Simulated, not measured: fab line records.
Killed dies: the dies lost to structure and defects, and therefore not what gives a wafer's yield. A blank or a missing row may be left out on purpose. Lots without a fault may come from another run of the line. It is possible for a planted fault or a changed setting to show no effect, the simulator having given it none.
Matching of chambers | flow n5-finfet | N5_BEOL_M2_PRE_CLEAN_60 on cvd-co-02: 3 sister chambers
The step time 15 s. 6 wafers are shown with their chamber, then 12 later ones without.

== WAFERS WITH THEIR CHAMBER ==
wafer  | chamber | heater-power-w (W)
L087.2 | 2       | 81
L087.3 | 0       | 77
L087.6 | 2       | 80
L090.1 | 1       | 86
L090.4 | 0       | 77
L090.6 | 1       | 86

== WAFERS WITHOUT THEIR CHAMBER ==
wafer  | heater-power-w (W)
L091.1 | 75
L091.3 | 83
L091.4 | 81
L092.2 | 89
L092.4 | 88
L092.6 | 76
L095.1 | 83
L095.2 | 74
L095.4 | 77
L097.2 | 82
L097.3 | 76
L097.6 | 88

== WHICH CHAMBER EACH WENT THROUGH ==
wafer  | from the rows above     | in truth
L091.1 | 0                       | 0
L091.3 | can't be placed: 2 or 1 | 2
L091.4 | 2                       | 2
L092.2 | 1                       | 1
L092.4 | 1                       | 1
L092.6 | 0                       | 0
L095.1 | can't be placed: 2 or 1 | 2
L095.2 | 0                       | 0
L095.4 | 0                       | 0
L097.2 | 2                       | 2
L097.3 | 0                       | 0
L097.6 | 1                       | 1
Placed correctly: 10 of 12. Cannot be placed on the basis of these rows: 2; the candidates contain the true chamber in 2. Wrongly placed: 0.
How it was worked out, from the rows above alone: a wafer's distance from a chamber is the root of the sum, over the readings, of the square of ((its reading less the chamber's mean) divided by the reading's scatter). If the next closest chamber is less than 2 further off than the closest, the wafer can't be placed; otherwise it belongs to the closest. The mean given for a chamber averages the wafers shown for that chamber. The scatter: take each reading less its chamber's mean, square it, sum over the shown wafers, divide by the number of wafers less the number of chambers, and take the root.
